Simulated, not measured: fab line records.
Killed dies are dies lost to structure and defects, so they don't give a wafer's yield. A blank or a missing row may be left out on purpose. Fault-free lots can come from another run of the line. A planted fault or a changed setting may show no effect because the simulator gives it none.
The tool behind it: which one? / flow nandHarc / 6 lots (18 wafers sampled), 1 step of a 1302-step route

## WHAT THE GAUGES READ, wafer by wafer
NHARC_A_SLIT_INSPECT_11.
lot=L991; measured=day 19 00:49; on=defectInspect-01; rawDefectCount=70 85 74
lot=L992; measured=day 20 00:50; on=defectInspect-01; rawDefectCount=72 59 52
lot=L993; measured=day 21 01:53; on=defectInspect-02; rawDefectCount=101 116 128
lot=L104; measured=day 24 08:44; on=defectInspect-01; rawDefectCount=19 17 32
lot=L112; measured=day 27 19:34; on=defectInspect-02; rawDefectCount=38 36 35
lot=L113; measured=day 28 03:44; on=defectInspect-02; rawDefectCount=56 58 52

## WHAT TOOL EACH LOT RAN ON (gives the tool, then ch and the chambers of the sampled wafers, and finally the start)
There is no process step in the record ahead of these readings.

## THE ANSWER, worked out from the rows above alone
Rule: the lots themselves supply what counts as usual. Put in order of their means at a reading, lots are off if they are a third of the lots or fewer, leave a main group of 4 or more, and stand apart from it by a gap of 3 or more times the standard deviation of the main group's means; of several such gaps the widest counts. A main group is skipped when, at the precision printed for the reading in the tables above, its means are all equal. Also off: a lot with no number at a reading for which 4 or more lots have one. The other lots that the step has rows for count as sound.
None of the lots is off at any reading shown; this tells nothing.

## WHAT THE SIMULATOR PUT IN
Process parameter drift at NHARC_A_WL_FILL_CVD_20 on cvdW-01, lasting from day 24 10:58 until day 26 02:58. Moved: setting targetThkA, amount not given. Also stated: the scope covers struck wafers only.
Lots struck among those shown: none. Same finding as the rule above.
